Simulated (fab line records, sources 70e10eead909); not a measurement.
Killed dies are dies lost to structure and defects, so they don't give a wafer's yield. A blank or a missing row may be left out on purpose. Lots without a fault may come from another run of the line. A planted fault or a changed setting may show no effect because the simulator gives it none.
Chamber matching | flow nand_harc | NHARC_A_BLC_ETCH_16 on rie_diel-09: 4 sister chambers
The step etches the open film in CF4, target depth 39 nm, time 65 s. 30 wafers are shown with their chamber, then 12 later ones without.

WAFERS WITH THEIR CHAMBER
wafer  | chamber | drypump_motor_current_A (A) | showerhead_plenum_p_Torr (Torr) | oes_product_au (a.u.)
L076.1 | 0       | 6.5                         | 1.87                            | 1.003
L076.4 | 3       | 6.2                         | 1.84                            | 1.013
L076.5 | 0       | 6.5                         | 1.87                            | 1.010
L078.1 | 2       | 5.2                         | 1.89                            | 1.018
L078.2 | 0       | 6.5                         | 1.87                            | 1.001
L078.5 | 1       | 5.1                         | 1.84                            | 0.981
L083.1 | 3       | 6.3                         | 1.84                            | 1.006
L083.3 | 1       | 5.2                         | 1.84                            | 0.994
L083.6 | 0       | 6.5                         | 1.87                            | 0.988
L081.2 | 1       | 5.2                         | 1.83                            | 1.008
L081.4 | 3       | 6.3                         | 1.84                            | 1.006
L081.5 | 0       | 6.5                         | 1.87                            | 1.000
L082.1 | 1       | 5.2                         | 1.83                            | 0.989
L082.2 | 0       | 6.5                         | 1.87                            | 0.992
L082.4 | 2       | 5.2                         | 1.89                            | 1.007
L085.4 | 1       | 5.2                         | 1.84                            | 0.982
L085.5 | 2       | 5.2                         | 1.89                            | 1.010
L085.6 | 1       | 5.1                         | 1.84                            | 0.995
L084.2 | 2       | 5.2                         | 1.89                            | 1.021
L084.5 | 2       | 5.2                         | 1.89                            | 1.007
L084.6 | 1       | 5.1                         | 1.83                            | 0.992
L087.1 | 1       | 5.2                         | 1.83                            | 0.993
L087.2 | 3       | 6.2                         | 1.84                            | 1.004
L087.6 | 2       | 5.2                         | 1.89                            | 1.016
L086.1 | 0       | 6.5                         | 1.87                            | 0.991
L086.2 | 2       | 5.2                         | 1.89                            | 1.012
L086.5 | 2       | 5.2                         | 1.89                            | 1.008
L092.1 | 2       | 5.2                         | 1.89                            | 1.003
L092.2 | 0       | 6.5                         | 1.87                            | 0.984
L092.4 | 3       | 6.3                         | 1.84                            | 0.993

SIGNATURES (means of the wafers above)
reading                  | chamber 0 | chamber 1 | chamber 2 | chamber 3 | scatter within a chamber
drypump_motor_current_A  | 6.500     | 5.162     | 5.200     | 6.260     | 0.0344
showerhead_plenum_p_Torr | 1.8700    | 1.8350    | 1.8900    | 1.8400    | 0.00277
oes_product_au           | 0.99612   | 0.99175   | 1.01133   | 1.00440   | 0.00766
Rule: a wafer's distance from a chamber is the root of the sum, over the readings, of the square of ((its reading less the chamber's mean) divided by the reading's scatter). The wafer belongs to the nearest chamber; if the next one is less than 2 further off, it can't be placed. The scatter: the root of (the sum of the squares of (reading less its chamber's mean) over the shown wafers, divided by (wafers less chambers)).

WAFERS WITHOUT THEIR CHAMBER
wafer  | drypump_motor_current_A (A) | showerhead_plenum_p_Torr (Torr) | oes_product_au (a.u.)
L093.4 | 6.3                         | 1.84                            | 0.989
L093.5 | 6.3                         | 1.84                            | 0.994
L093.6 | 5.2                         | 1.89                            | 1.010
L095.1 | 6.2                         | 1.84                            | 1.000
L095.2 | 5.1                         | 1.83                            | 1.005
L095.6 | 6.5                         | 1.87                            | 0.997
L096.1 | 6.5                         | 1.87                            | 0.987
L096.2 | 6.3                         | 1.84                            | 0.994
L096.5 | 6.5                         | 1.87                            | 0.995
L097.1 | 5.2                         | 1.83                            | 1.005
L097.3 | 6.5                         | 1.87                            | 0.997
L097.4 | 5.2                         | 1.89                            | 1.014

WHICH CHAMBER EACH WENT THROUGH
wafer  | from the rows above | in truth
L093.4 | 3                   | 3
L093.5 | 3                   | 3
L093.6 | 2                   | 2
L095.1 | 3                   | 3
L095.2 | 1                   | 1
L095.6 | 0                   | 0
L096.1 | 0                   | 0
L096.2 | 3                   | 3
L096.5 | 0                   | 0
L097.1 | 1                   | 1
L097.3 | 0                   | 0
L097.4 | 2                   | 2
Placed correctly: 12 of 12. Can't be placed from these rows: 0. Placed wrongly: 0.
